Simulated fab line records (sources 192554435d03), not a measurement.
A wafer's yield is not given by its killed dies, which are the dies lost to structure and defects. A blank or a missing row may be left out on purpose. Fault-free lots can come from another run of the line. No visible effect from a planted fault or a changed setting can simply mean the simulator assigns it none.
Split-lot study    flow n5Finfet    21 wafers read across 7 lots, on a route 1938 steps long

ABOUT THE SPLIT
At N5_BEOL_M0_SAQP_ETCH_107 (etches SiNx in CH3F/O2, target depth 30 nm), the setting biasW was moved away from the recipe's 73 W on 10 of the 21 wafers read, by -17.8% to +10.3%. For the rest of the wafers, this setting stayed at what the recipe calls for.

The reading comes from the split's own step.

THE READING
rfVppV, in V, at N5_BEOL_M0_SAQP_ETCH_107 (etches SiNx in CH3F/O2, target depth 30 nm). On this fab line, fault-free wafers typically give 298 V with a standard deviation of 3.2 V.

wafer   tool, chamber at the split  biasW as run, W  against the recipe  rfVppV, V  against lot-mates on the recipe
L074.1  rieDiel-01, 0               73               recipe              301        -
L074.4  rieDiel-01, 2               68.21            -6.6%               284        -17
L074.5  rieDiel-01, 2               68.21            -6.6%               285        -16
L080.1  rieDiel-03, 2               69.35            -5.0%               287        no lot-mate on the recipe
L080.3  rieDiel-03, 1               69.35            -5.0%               284        no lot-mate on the recipe
L080.6  rieDiel-03, 2               69.35            -5.0%               289        no lot-mate on the recipe
L084.1  rieDiel-03, 3               60.04            -17.8%              255        -38
L084.2  rieDiel-03, 0               73               recipe              291        -
L084.3  rieDiel-03, 1               73               recipe              296        -
L087.2  rieDiel-03, 0               73               recipe              292        -
L087.3  rieDiel-03, 3               73               recipe              299        -
L087.6  rieDiel-03, 3               80.55            +10.3%              324        +28
L091.1  rieDiel-03, 2               63.93            -12.4%              270        -28
L091.4  rieDiel-03, 3               73               recipe              298        -
L091.5  rieDiel-03, 3               63.93            -12.4%              267        -31
L094.1  rieDiel-06, 3               73               recipe              298        -
L094.3  rieDiel-06, 2               73               recipe              300        -
L094.5  rieDiel-06, 0               78.68            +7.8%               319        +20
L095.3  rieDiel-03, 3               73               recipe              299        -
L095.4  rieDiel-03, 1               73               recipe              296        -
L095.6  rieDiel-03, 1               73               recipe              294        -

THE FIT
A straight line over all 21 wafers: rfVppV changes by +2.38 V for each +1% of biasW; r = +0.98; the points scatter about the line by 2.9 V.
The same after taking each lot's own level away (the mean of its wafers on the recipe; 18 wafers): +2.39 V for each +1%; r = +0.99; scatter 2.3 V.
The reading moves by 42 V for the largest change in biasW, on that fit.
From 293.5 to 301.0 V: that is the span of the lots' own levels, equal to 2.3 times the standard deviation above.
So the lot-to-lot level changes the slope little: the two slopes agree.
Check: -44.1 V against its lot-mates is what the line predicts for one of the wafers moved furthest among these (-17.8%) when that wafer is left out of the fit. Against them it came out at -38.5 V.
Tool readings at the split's step, against how far the setting was moved: rfVppV r = +0.98.

ADDITIONAL SPLITS CARRIED BY THESE WAFERS
Other splits were also applied to these wafers ahead of the reading. Each is held against what the fit with the lots' levels taken away leaves over:
other split on the same wafers          wafers away from the commonest value  r with rfVppV (lot level and that fit taken away)
N5_SDB_COAT_05 spinRpm                  8                                     -0.19
N5_HKMG_FIN_ETCH_55 timeS               7                                     +0.00
N5_GATE_CUT_COAT_27 spinRpm             8                                     +0.04
N5_MOL_CONTACT_COAG_VIA_ETCH_117 biasW  7                                     -0.04
N5_BEOL_M0_SAQP_ETCH_106 targetDepthA   8                                     -0.06

THE WHOLE CHAIN: every reading that the file lists as answering this split, in the file's order
step                      what it does                                reading                                                                       change (the file's fit)                r (the file's)
N5_BEOL_M0_SAQP_ETCH_107  etches SiNx in CH3F/O2, target depth 30 nm  rfVppV                                                                        +2.36 V for each +1% of the setting    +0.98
N5_BEOL_M0_SAQP_ETCH_107  etches SiNx in CH3F/O2, target depth 30 nm  BEOL_M0_SAQP.featureDepthNm (the simulator's own value, which no gauge read)  +0.126 nm for each +1% of the setting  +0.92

THE FILE'S OWN FIT
rfVppV changes by +2.36 V for each +1% of biasW, r = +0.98.
